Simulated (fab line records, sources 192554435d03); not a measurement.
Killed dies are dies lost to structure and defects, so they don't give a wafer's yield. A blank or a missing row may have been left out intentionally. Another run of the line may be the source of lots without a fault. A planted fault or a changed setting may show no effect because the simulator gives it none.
fab line records	flow n5Finfet
[record] lots = 3	wafers = 9	lastDay = 14
route steps=1938 shown BEOL_M4@1099 BEOL_M5@1112 BEOL_M15@1830 PASSIVATION@1936
lots with no fault: from the same line, run without faults
startH: hours from the record's first day to the start of the lot's first wafer shown	waitH: hours since the lot's step before	" same as the row above	L1.1+2: a single row standing in for several wafers	- value missing, or start not given	* or withheld: withheld	< > ~ a bound
route shown NAME@n: NAME is a module with steps in the file, n the number in the route of the first one	usual: mean/standard deviation taken from wafers without a fault	same: alike in all rows	chamber/n: place in a boat	sites: readings site by site	_std_site: the standard deviation of these	_edge_site: mean of outer sites minus mean of inner sites	radiusMm: for every site, how far away it sits from the centre of the wafer	mask NAME#n: copy n	behind: the last tool/chamber to shape the wafer	hold: reason for holding the lot/hours on hold/outcome of the hold	device: transistor that didn't switch, given as n, p or np	end of line: the same wafers' tests at the end of the route	a step given without rows: its recipe and nothing more	killed: not the wafer's yield, but the dies lost to structure and defects at the first sort	map: a wafer's dies, marking killed ones x, the rest . and places with no die _
set.NAME: setting as actually run; set.NAME@STEP: the setting as run at that earlier step	model.NAME: the simulator's own value behind a step, which no gauge read
lots at some steps of the route; a table a step, a row a wafer
[[steps]]
[step N5_BEOL_M4_ANNEAL_95]
[recipe] tempC = 400	timeS = 240	ambient = vacuum
[step N5_BEOL_M4_SPUTTER_96]
[recipe] material = Cu	targetThkA = 45	tempC = -20	chamberPressurePa = 0.07	powerW = withheld	timeS = 8.29
[step N5_BEOL_M4_ECD_50]
[recipe] material = Cu	targetThkA = 3000
[step N5_BEOL_M4_ANNEAL_51]
[recipe] tempC = 225	timeS = 90	ambient = N2
[step N5_BEOL_M4_CMP_52]
[recipe] stopOn = SiOC	tOverpolishS = 6.8	downForcePsi = 1	platenRpm = 50	clearingPlatenDownForcePsi = 1.5	clearingPlatenRpm = 50	postCmpClean = cuAlkaline	targetThkNm = 40	clearingPlatenPadVelocityMS = 0.99484	padVelocityMS = 0.99484
[step N5_BEOL_M4_PRE_CLEAN_60]
[recipe] gas = NH3/H2	timeS = 15	tempC = *	rfPowerW = 300
[step N5_BEOL_M4_CO_CAP_55]
[recipe] material = Co	targetThkA = 20	tempC = 200	precursor = CCTBA/H2	pressureTorr = 30	timeS = 102.1
[step N5_BEOL_M4_PRE_CLEAN_56]
[recipe] gas = NH3	timeS = 15	tempC = withheld	rfPowerW = 300
[step N5_BEOL_M4_DEP_57]
[recipe] material = SiCN	targetThkA = 80	tempC = withheld	precursor = 3MS/NH3	pressureTorr = 3	rfW = 202	timeS = 14
[step N5_BEOL_M4_RC_MEAS_101]
[usual] DIBL_N = 36.4/1.3	DIBL_P = 36.5/1.7	IOFF_N = 0.154/0.022	IOFF_P = 0.202/0.025	ION_N = 671/9.8	ION_P = 460/6.8	SS_N = 71.6/0.54	SS_P = 73.4/0.58	VT_N = 250.9/2.8	VT_P = -251.4/2.7
lot.wafer	tool	chamber	startH	waitH	DIBL_N[mV/V]	DIBL_P[mV/V]	IOFF_N[nA/um]	IOFF_P[nA/um]	ION_N[uA/um]	ION_P[uA/um]	SS_N[mV/dec]	SS_P[mV/dec]	VT_N[mV]	VT_P[mV]
L779.2	prober-02	0	172.60	0.2	36.5	35.3	0.150	0.178	675	458	71.1	73.0	250.9	-253.4
L779.3	"	0	"	"	36.8	35.4	0.157	0.186	673	457	71.5	73.1	250.9	-253.5
L779.6	"	0	"	"	35.9	35.0	0.145	0.176	675	455	72.2	73.3	251.1	-253.7
L783.1	prober-02	0	194.30	0.0	35.8	36.5	0.143	0.203	672	466	71.7	73.2	252.8	-251.1
L783.3	"	0	"	"	38.1	39.0	0.183	0.240	677	465	72.5	73.4	246.3	-250.3
L783.6	"	0	"	"	36.5	37.6	0.154	0.214	682	471	71.0	72.7	251.1	-248.0
L786.2	prober-02	0	222.82	0.2	34.9	35.3	0.129	0.191	664	464	71.1	73.2	256.8	-250.7
L786.3	"	0	"	"	38.1	39.3	0.194	0.264	684	474	72.1	73.9	247.2	-247.0
L786.6	"	0	"	"	35.3	35.7	0.141	0.204	670	465	71.6	74.0	254.5	-253.1
[step N5_BEOL_M5_ILD_DEP_00]
[recipe] material = SiCOH_lowk	targetThkA = 1406.4	tempC = 300	precursor = DEMS/porogen	pressureTorr = 5	rfW = 500	timeS = 25.9
[step N5_BEOL_M5_CURE_79]
[recipe] tempC = 385	timeS = 240	ambient = He/Ar	material = SiCOH_lowk
[step N5_BEOL_M5_PECVD_70]
[recipe] material = SiO2	targetThkA = 160	tempC = 400	precursor = TEOS/O2	pressureTorr = 5.5	rfW = 450	teosFlowSccm = 53.8	gas = O2	flowSccm = 3000	timeS = 18
[step N5_BEOL_M5_HM_DEP_02]
[recipe] material = TiN	targetThkA = 200	tempC = 25	chamberPressurePa = 0.49996
[step N5_BEOL_M5_COAT_59]
[recipe] resist = SOC	tempC = 250	timeS = 60	spinRpm = 1500	resistThkNm = 60
[step N5_BEOL_M5_COAT_60]
[recipe] resist = SiARC	tempC = 220	timeS = 60	spinRpm = 1500	resistThkNm = 12
[step N5_BEOL_M5_COAT_71]
[recipe] resist = underlayer	tempC = 205	timeS = 60	spinRpm = 1500	resistThkNm = 5
[step N5_BEOL_M5_COAT_05]
[recipe] resist = CAR-EUV	spinRpm = 1500	resistThkNm = 30
[step N5_BEOL_M5_EBR_07]
[recipe] solvent = PGMEA	ebrWidthMm = 1.5
[step N5_BEOL_M5_SOFTBAKE_06]
[recipe] tempC = 110	timeS = 60	resist = CAR-EUV
[step N5_BEOL_M5_EXPOSE_08]
[recipe] maskId = M5	na = 0.33	sourceShape = annular	sigmaInner = 0.4	sigmaOuter = 0.8	polarization = unpolarized	targetCdNm = 28	doseMj = 35.75
[step N5_BEOL_M5_PEB_09]
[recipe] pebTempC = 100	pebTimeS = 60	resist = CAR-EUV
[step N5_BEOL_M5_DEVELOP_10]
[recipe] developTimeS = 30	developer = TMAH	resist = CAR-EUV	rinseLiquid = surfactantRinse	dry = airSpin	devTempC = 23
[step N5_BEOL_M5_DESCUM_16]
[recipe] chemistry = O2	timeS = 7	sourcePowerW = 50	biasPowerW = 20	pressureMtorr = 20	rfFrequencyHz = 2.712e+07	tempC = 40	resist = CAR-EUV	o2FlowSccm = 225
[step N5_BEOL_M5_ETCH_72]
[recipe] chemistry = N2/H2	target = underlayer	targetDepthA = 65	maskMaterial = CAR-EUV	timeS = 5.2	ionEnergyEv = 200	pressureMtorr = 30	sourceW = 840	biasW = 150	n2FlowSccm = 200	h2FlowSccm = 200	ends = cleared
[step N5_BEOL_M5_ETCH_61]
[recipe] chemistry = CF4	target = SiARC	targetDepthA = 156	maskMaterial = CAR-EUV	timeS = 26	ionEnergyEv = 80	pressureMtorr = 40	sourceW = 545	biasW = 36	Ar_flow_sccm = 100	cf4FlowSccm = 100	ends = cleared
[step N5_BEOL_M5_ETCH_62]
[recipe] chemistry = N2/H2	target = SOC	targetDepthA = 750	overetchA = 150	maskMaterial = SiARC	tempC = 40	timeS = 112.5	ionEnergyEv = 200	pressureMtorr = 30	sourceW = 840	biasW = 150	n2FlowSccm = 200	h2FlowSccm = 200
[step N5_BEOL_M5_STRIP_63]
[recipe] chemistry = N2/H2	tempC = 40	n2FlowSccm = 200	h2FlowSccm = 200	rfFrequencyHz = 6e+07
[step N5_BEOL_M5_STRIP_73]
[recipe] chemistry = N2/H2	tempC = 40	n2FlowSccm = 200	h2FlowSccm = 200	rfFrequencyHz = 6e+07
[step N5_BEOL_M5_STRIP_64]
[recipe] chemistry = CF4	resist = SiARC	powerW = 300	biasPowerW = 75	pressureMtorr = 50	cf4FlowSccm = 150	rfFrequencyHz = 6e+07
[step N5_BEOL_M5_HM_OPEN_17]
[recipe] chemistry = Cl2/BCl3	targetDepthA = 200	overetchA = 60	target = TiN	maskMaterial = SOC	ionEnergyEv = 150	pressureMtorr = 10	icpW = 1000	biasW = 126	Cl2_flow_sccm = 53.25	bcl3FlowSccm = 21.75	Ar_flow_sccm = 25
[step N5_BEOL_M5_STRIP_19]
[recipe] chemistry = O2	powerW = 400	tempC = 40	pressureMtorr = 30	rfFrequencyHz = 6e+07	biasPowerW = 0	overashFraction = 0.2	o2FlowSccm = 225
[step N5_BEOL_M5_COAT_65]
[recipe] resist = SOC	tempC = 250	timeS = 60	spinRpm = 1500	resistThkNm = 60
[step N5_BEOL_M5_COAT_66]
[recipe] resist = SiARC	tempC = 220	timeS = 60	spinRpm = 1500	resistThkNm = 12
[step N5_BEOL_M5_ALD_86]
[recipe] material = TaN	targetThkA = *	tempC = 275	aldPrecursorFamily = PDMAT	aldCoReactant = NH3	pressureTorr = 3	carrierFlowSccm = 1500	pulseTimeS = 2	purgeTimeS = 3	coReactantPurgeTimeS = 2	coReactantPulseTimeS = 3	aldCycles = 30	precursorVesselTempC = 75	precursorVesselPressureTorr = 26.25	precursorVesselCarrierSccm = 1000
[usual] heaterPowerOuterW = 234/30	heaterPowerW = 431/43	precursorVesselPressureTorr = 26.25/0.052
[same] pulseTimeS = 2
lot.wafer	tool	chamber	startH	waitH	heaterPowerOuterW	heaterPowerW	precursorVesselPressureTorr
L779.2	aldMetal-04	1	178.35	0.3	288	491	26.24
L779.3	"	2	"	"	219	414	26.41
L779.6	"	2	"	"	221	417	26.27
L783.1	aldMetal-02	3	201.69	0.1	250	441	26.36
L783.3	"	2	"	"	261	461	26.29
L783.6	"	1	"	"	199	389	26.21
L786.2	aldMetal-02	0	231.24	0.0	226	453	26.29
L786.3	"	1	"	"	201	390	26.36
L786.6	"	1	"	"	198	392	26.23
[step N5_BEOL_M15_RC_MEAS_101]
[usual] COMB_M10 = 1.46e-11/2.9e-12	COMB_M11 = 1.52e-11/3e-12	COMB_M12 = 7.1e-12/1.2e-12	COMB_M13 = 5.5e-12/1.1e-12	COMB_M14 = 4.4e-12/7.3e-13	COMB_M15 = 3.2e-12/6e-13	COMB_M5 = 3.7e-11/7.8e-12	COMB_M5_max_site = 5.3e-11/1.2e-11	COMB_M6 = 2.8e-11/5.6e-12	COMB_M6_max_site = 3.9e-11/8.4e-12	COMB_M7 = 2.6e-11/5.5e-12	COMB_M8 = 2.7e-11/5.5e-12	COMB_M9 = 1.55e-11/3e-12	SERP_M10 = 3.09/0.066	SERP_M11 = 3.05/0.068	SERP_M12 = 0.641/0.017	SERP_M13 = 0.306/0.0052	SERP_M14 = 0.1613/0.003	SERP_M14_max_site = 0.163/0.0031	SERP_M5 = 38.7/1.3	SERP_M5_max_site = 40.0/1.5	SERP_M6 = 13.8/0.43	SERP_M7 = 13.7/0.44	SERP_M8 = 14.0/0.43	SERP_M9 = 3.07/0.067	SERP_M9_max_site = 3.15/0.071
lot.wafer	tool	chamber	startH	waitH	COMB_M10[S/m]	COMB_M11[S/m]	COMB_M12[S/m]	COMB_M13[S/m]	COMB_M14[S/m]	COMB_M15[S/m]	COMB_M5[S/m]	COMB_M5_max_site[S/m]	COMB_M6[S/m]	COMB_M6_max_site[S/m]	COMB_M7[S/m]	COMB_M8[S/m]	COMB_M9[S/m]	SERP_M10[ohm/um]	SERP_M11[ohm/um]	SERP_M12[ohm/um]	SERP_M13[ohm/um]	SERP_M14[ohm/um]	SERP_M14_max_site[ohm/um]	SERP_M5[ohm/um]	SERP_M5_max_site[ohm/um]	SERP_M6[ohm/um]	SERP_M7[ohm/um]	SERP_M8[ohm/um]	SERP_M9[ohm/um]	SERP_M9_max_site[ohm/um]
L779.2	prober-01	0	259.06	0.2	1.75e-11	1.43e-11	7.9e-12	6.3e-12	4.5e-12	3.2e-12	4.9e-11	6.2e-11	2.3e-11	3.4e-11	1.9e-11	3.4e-11	1.1e-11	2.92	3.08	0.659	0.302	0.1596	0.162	40.4	42.8	13.2	14.2	13.8	3.03	3.10
L779.3	"	0	"	"	1.42e-11	1.09e-11	7e-12	7.7e-12	3.1e-12	3.2e-12	2.5e-11	3.8e-11	2.2e-11	2.7e-11	2e-11	4.3e-11	1.53e-11	3.04	3.05	0.652	0.310	0.1589	0.160	38.0	38.7	13.2	14.1	14.0	2.98	3.07
L779.6	"	0	"	"	1.49e-11	1.37e-11	6.1e-12	5.8e-12	4.1e-12	3e-12	5e-11	6.3e-11	3.8e-11	5.6e-11	1.8e-11	3.8e-11	1.38e-11	3.02	3.08	0.664	0.306	0.1634	0.164	38.3	40.0	13.2	13.9	13.7	2.97	3.01
L783.1	prober-02	0	301.68	0.0	1.13e-11	1.78e-11	9.1e-12	4.4e-12	4.4e-12	4.3e-12	4.9e-11	5.7e-11	1.9e-11	2.5e-11	3.2e-11	3.4e-11	1.53e-11	3.19	2.95	0.623	0.300	0.1570	0.159	37.9	39.6	13.8	14.1	13.8	3.01	3.16
L783.3	"	0	"	"	1.03e-11	1.32e-11	7.5e-12	4.5e-12	5.2e-12	2.8e-12	4.9e-11	6.9e-11	3.7e-11	4.8e-11	2.2e-11	2.8e-11	1.81e-11	3.18	3.07	0.609	0.305	0.1607	0.163	38.8	40.0	14.1	13.7	13.1	3.15	3.22
L783.6	"	0	"	"	1.23e-11	1.58e-11	8e-12	4.2e-12	4.7e-12	4.2e-12	3.8e-11	5.7e-11	2.5e-11	3.3e-11	1.8e-11	3.2e-11	1.83e-11	3.22	3.01	0.627	0.303	0.1590	0.161	38.7	39.8	13.3	13.6	14.0	3.05	3.11
L786.2	prober-02	0	313.70	0.2	9.8e-12	1.24e-11	6e-12	4.9e-12	4.2e-12	2.5e-12	5.5e-11	1.04e-10	3.2e-11	4.4e-11	2.3e-11	2.1e-11	1.42e-11	2.99	3.09	0.640	0.312	0.1639	0.165	38.7	40.1	13.5	13.3	14.3	3.16	3.21
L786.3	"	0	"	"	1e-11	2.16e-11	5.1e-12	5.3e-12	4.1e-12	2.6e-12	2.8e-11	4e-11	2.6e-11	4.2e-11	2.4e-11	2.6e-11	2.44e-11	3.13	3.01	0.659	0.312	0.1628	0.164	37.5	38.5	13.6	13.5	13.6	3.10	3.17
L786.6	"	0	"	"	1.2e-11	1.28e-11	6.3e-12	7e-12	4.4e-12	3.1e-12	3.6e-11	6e-11	2.2e-11	3.2e-11	2.8e-11	2.5e-11	1.62e-11	3.02	3.12	0.634	0.307	0.1625	0.166	37.7	39.2	13.6	14.0	14.1	3.15	3.18
[step N5_PASSIVATION_PROBE_49]
[usual] defectLimitedYield = 91.1/1.3	killed_at_M0_to_M3 = 34/10	killed_at_M4_up = 14/5.7	killedAtContacts = 12/5.9	killedAtFrontEnd = 41/12	killedAtOther = 4/3.1	killedDies = 105/15	killedOpen = 69/11	killedShort = 35/7.8	sort_bin_4_leakage = 0/0	sort_bin_5_function = 5.3/0.81	sort_bin_6_memory = 3.3/0.75	sortNPass = 1075/15	sortYieldPct = 91.1/1.3
[same] grossDies = 1180	killedAtBackSide = 0	sort_bin_8_speed[%] = 0
lot.wafer	tool	chamber	startH	waitH	defectLimitedYield[%]	killed_at_M0_to_M3	killed_at_M4_up	killedAtContacts	killedAtFrontEnd	killedAtOther	killedDies	killedOpen	killedShort	sort_bin_4_leakage[%]	sort_bin_5_function[%]	sort_bin_6_memory[%]	sortNPass	sortYieldPct[%]
L779.2	prober-01	-	272.53	0.1	93.6	35	6	8	25	1	75	56	18	0	3.5	2.8	1105	93.6
L779.3	prober-01	-	272.58	0.1	89.9	38	12	16	53	0	119	65	48	0	5.4	3.9	1061	89.9
L779.6	prober-01	-	272.73	0.3	93.6	25	19	3	27	1	75	46	28	0	3.8	2.4	1105	93.6
L783.1	prober-01	-	317.93	0.7	91.3	26	15	9	52	1	103	70	30	0	5.4	3.1	1077	91.3
L783.3	prober-01	-	318.03	0.8	91.6	30	13	8	45	3	99	61	36	0	4.4	3.2	1081	91.6
L783.6	prober-01	-	318.18	1.0	91.0	30	15	22	38	1	106	72	34	0	5.6	3.1	1074	91.0
L786.2	prober-02	-	329.70	0.1	89.7	37	13	8	60	4	122	74	39	0.34	6.0	3.3	1058	89.7
L786.3	prober-02	-	329.75	0.1	90.4	39	12	12	48	2	113	68	45	0	5.7	3.6	1067	90.4
L786.6	prober-02	-	329.90	0.3	91.8	25	6	15	50	1	97	61	35	0	4.7	3.3	1083	91.8
// killed by level:class
L779.2 BEOL_M1:geometricParticle:open=10 MOL_CONTACT_COAG:geometricParticle:open=8 BEOL_M0_SAQP:geometricParticle:open=8 STI_FIN_REVEAL:geometricParticle:open=7 GATE_CUT:geometricParticle:short=6 BEOL_M0:geometricParticle:open=6 FIN_SAQP:geometricParticle:open=5 BEOL_M0_SAQP:geometricParticle:short=5
L779.3 BEOL_M0_SAQP:geometricParticle:short=12 MOL_CONTACT_COAG:geometricParticle:open=11 GATE_CUT:geometricParticle:short=10 BEOL_M0_SAQP:geometricParticle:open=9 BEOL_M1:geometricParticle:open=9 STI_FIN_REVEAL:geometricParticle:open=7 BEOL_M4:geometricParticle:open=7 FIN_SAQP:geometricParticle:open=6
L779.6 BEOL_M4:geometricParticle:open=11 BEOL_M0_SAQP:geometricParticle:short=10 BEOL_M0_SAQP:geometricParticle:open=9 BEOL_M4:geometricParticle:short=6 FIN_SAQP:geometricParticle:open=5 GATE_CUT:geometricParticle:short=4 FIN_SAQP:geometricParticle:short=3 STI_FIN_REVEAL:geometricParticle:open=3
L783.1 STI_FIN_REVEAL:geometricParticle:open=17 FIN_SAQP:geometricParticle:open=12 BEOL_M0_SAQP:geometricParticle:open=10 FIN_SAQP:geometricParticle:short=7 MOL_CONTACT_COAG:geometricParticle:open=6 BEOL_M0_SAQP:geometricParticle:short=6 BEOL_M2:geometricParticle:open=6 STI_FIN_REVEAL:geometricParticle:short=5
L783.3 FIN_SAQP:geometricParticle:short=11 STI_FIN_REVEAL:geometricParticle:open=8 FIN_SAQP:geometricParticle:open=7 MOL_CONTACT_COAG:geometricParticle:open=7 BEOL_M0_SAQP:geometricParticle:open=5 BEOL_M0_SAQP:geometricParticle:short=5 BEOL_M2:geometricParticle:open=5 BEOL_M4:geometricParticle:open=5
L783.6 MOL_CONTACT_COAG:geometricParticle:open=15 STI_FIN_REVEAL:geometricParticle:open=9 BEOL_M0_SAQP:geometricParticle:open=8 BEOL_M4:geometricParticle:open=8 FIN_SAQP:geometricParticle:open=7 MOL_CONTACT_COAG:geometricParticle:short=7 BEOL_M2:geometricParticle:open=6 STI_FIN_REVEAL:geometricParticle:short=4
L786.2 FIN_SAQP:geometricParticle:open=20 FIN_SAQP:geometricParticle:short=14 BEOL_M2:geometricParticle:open=13 BEOL_M3:geometricParticle:open=8 MOL_CONTACT_COAG:geometricParticle:open=6 STI_FIN_REVEAL:geometricParticle:open=5 BEOL_M2:geometricParticle:short=5 BEOL_M4:geometricParticle:open=5
L786.3 FIN_SAQP:geometricParticle:short=15 FIN_SAQP:geometricParticle:open=13 BEOL_M3:geometricParticle:open=10 BEOL_M2:geometricParticle:open=9 STI_FIN_REVEAL:geometricParticle:open=7 MOL_CONTACT_COAG:geometricParticle:open=6 MOL_CONTACT_COAG:geometricParticle:short=6 BEOL_M0_SAQP:geometricParticle:short=6
L786.6 FIN_SAQP:geometricParticle:open=16 FIN_SAQP:geometricParticle:short=13 MOL_CONTACT_COAG:geometricParticle:open=12 BEOL_M2:geometricParticle:open=12 STI_FIN_REVEAL:geometricParticle:open=7 GATE_CUT:geometricParticle:short=5 MOL_CONTACT_COAG:geometricParticle:short=3 BEOL_M0_SAQP:geometricParticle:short=3
// map L786.2 (x killed, . not)
_________________.....x.x....________________
______________..xx.............._____________
___________....x.....x...x...xx....__________
__________............xx............_________
________................x...x.x......._______
_______x.......x...x.....x........x..xx______
______........................xxx......._____
_____..x..x............xx..........x.x...____
____.x...x...x..x.........................___
___......................xx...x....x.......__
___.xx...x..x....x........x.x....x.........__
__.x...........x........................x..._
__.x....x..x...........x....x...x..........._
_x...........x...............x..........x....
_..x................................x........
_.........................x.x...........x....
_.........x...............x.....x.......x....
_......................x.......x.............
_.....................x....x...x.....x.......
_......x........x...............x...x........
_..x......x......................x...........
__.....x...........x.....................x.._
__....x.............................x....x.._
___......x...x....x........x.......x.......__
___...x.....x....x....x................x...__
____......x............x..................___
_____.x.............x....x....x..........____
______......................x..........x_____
_______.x...............x..............______
________x...x.........x........x......_______
__________...........x.x...x....x..._________
___________......x.........xx......__________
______________x...x............._____________
_________________..........xx________________
// map L783.6 (x killed, . not)
_________________............________________
______________...x......x..x...._____________
___________.x.x....................__________
__________.........................._________
________xx.........x..............x..._______
_______......x.........................______
______....x.......................x..x.._____
_____...............x....................____
____.......x....x.......................x.___
___.................x.......xx...........x.__
___.x.xx......x...........................x__
__.x......x.........x............x.xx......._
__..........x............x...x...x.........x_
_x...xx...x.....x......x.........x...........
_.x...........x...x.............x.x........x.
_.......x..x.xx....xx......................x.
_....x....xx........................x........
_..............x..................x..........
_..x.....................x...................
_............x..........xx.....x.............
_............x...............x.x............x
__..............x....x.......x.............._
__........x..xx............................._
___.............x................x.........__
___..x.........................x...........__
____...................x..................___
_____........x................x.........x____
______.....x.........x.................._____
_______............x.......x...x..x.x..______
________............x..x.............._______
__________x.......x..............x.._________
___________x.x.............xx......__________
______________.x..............x._____________
_________________...x........________________
[[key]]
[firstSign] step = N5_BEOL_M15_RC_MEAS_101	reading = COMB_M5_max_site	direction = up	sigmas = 4.3	usual = 5.3e-11	struck = 1.04e-10
[effect] step = N5_PASSIVATION_PROBE_49	reading = sort_bin_4_leakage	direction = up	sigmas = 4	usual = 0	struck = 0.34
metAt N5_BEOL_M5_ALD_86
struckWafers L786.2
[fault] kind = siteProfileDrift	tool = aldMetal-02	chamber = 0	onsetH = 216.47	steps = N5_BEOL_M5_ALD_86	basis = fraction	maxAbsDrift = 0.23299	slopeSharePerHr = 51.775	sitePattern = 0,0,0,0,0,-1,-1,-1,-1
